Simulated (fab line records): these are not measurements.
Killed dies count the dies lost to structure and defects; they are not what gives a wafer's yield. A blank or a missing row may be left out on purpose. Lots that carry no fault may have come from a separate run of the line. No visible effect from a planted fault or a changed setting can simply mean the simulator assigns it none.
Code-filled problem report in 8D (eight disciplines) form || flow nand-harc || the parts of the form that need people (team, actions taken, sign-off) are left out

## 1. PROBLEM STATEMENT
On 2 wafers of 1 lot, thk-nm at NHARC_A_ONON_D1_THK_MEAS_05 has a mean of 1498 nm; fault-free wafers read 1000 nm, standard deviation 12. That is +42 standard deviations from the usual mean.
The step: measures by ellipsometry.
Earliest sighting: wafer L871.1 on film-metro-01 at day 10 19:43. The record has a number at this step for 39 wafers belonging to 13 lots. The rule behind "out" and "out of limits": a value lying over 4 standard deviations away from the usual mean. Any other wafer with a number is counted as sound.

## 2. WHAT IT IS, WHAT IT ISN'T
{"question": "which readings at this step", "is": "thk-nm", "is not": "-"}
{"question": "which lots", "is": "L871", "is not": "L864, L865, L866, L868, L869, L880, L881, L882, L883, L885, L886, L887"}
{"question": "which wafers of those lots", "is": "L871.1, L871.4", "is not": "L871.5"}
{"question": "read on which gauges", "is": "film-metro-01", "is not": "film-metro-02"}
{"question": "when", "is": "from day 10 19:43", "is not": "up to then (16 sound wafers); but 21 sound wafers of L880, L881, L882, L883, L885, L886, L887 came after"}

## 3. WHAT RULES OUT EACH SUSPECT
Counting: if a tool at a process step up to the reading ran every lot that is out, it stays a suspect. Sound lots after the first of them don't rule it out here, since some wafers of a struck lot are sound.
- the gauge at NHARC_A_ONON_D1_THK_MEAS_05: ruled out. All the wafers that are out were read on film-metro-01, but those of them that NHARC_END_SORT_01 has rows for are out there too, on other tools.
- rie-diel-12 at NHARC_P_BONDPAD_STRIP_15 (strips in O2): kept. It ran the lot that is out, L871 (day 9 17:46); its last sound lot up to then is L865 (day 7 05:30).
- pecvd-onon-02 at NHARC_A_ONON_D1_DEP_03 (target thk 1000 nm): kept. It ran the lot that is out, L871 (day 10 19:12); its last sound lot up to then is L868 (day 9 06:58).
Remaining after the count are rie-diel-12 at NHARC_P_BONDPAD_STRIP_15 and pecvd-onon-02 at NHARC_A_ONON_D1_DEP_03.

## 4. THE CAUSE (what the simulator had put in)
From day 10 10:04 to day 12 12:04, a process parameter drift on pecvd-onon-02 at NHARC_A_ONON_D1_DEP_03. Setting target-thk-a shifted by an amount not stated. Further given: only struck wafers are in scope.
After counting, 2 suspects remain, this tool included.

## 5. SEQUENCE OF EFFECTS, ordered by route
Rows list readings where the struck wafers' mean (over those with a number) sits beyond 3 standard deviations from the usual. Scope: only readings with a usual standard deviation given in the record; hours: median across lots of the time from each lot's start at the first step in this table that gives one to its start at this step; sigmas: change in usual standard deviations.
{"hours": 0, "step": "NHARC_A_ONON_D1_THK_MEAS_05", "reading": "thk-nm", "usual": "1000 nm", "on struck wafers": 1498, "change": "+498", "sigmas": "+42"}
{"hours": 406, "step": "NHARC_END_SORT_01", "reading": "killed-at-array", "usual": 57, "on struck wafers": 674, "change": "+616", "sigmas": "+31"}
{"hours": 406, "step": "NHARC_END_SORT_01", "reading": "killed-dies", "usual": 62, "on struck wafers": 677, "change": "+615", "sigmas": "+29"}

## 6. WHAT WOULD HAVE CAUGHT IT SOONER
In this record the first reading out of limits at a measuring or inspecting step was taken at day 10 19:43, 10 hours after the fault began at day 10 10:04.
Each of the lots that are out, 1 in all, had begun NHARC_A_ONON_D1_DEP_03 on pecvd-onon-02 no later than day 10 19:43. None of them would have been spared by holding the tool at that moment.
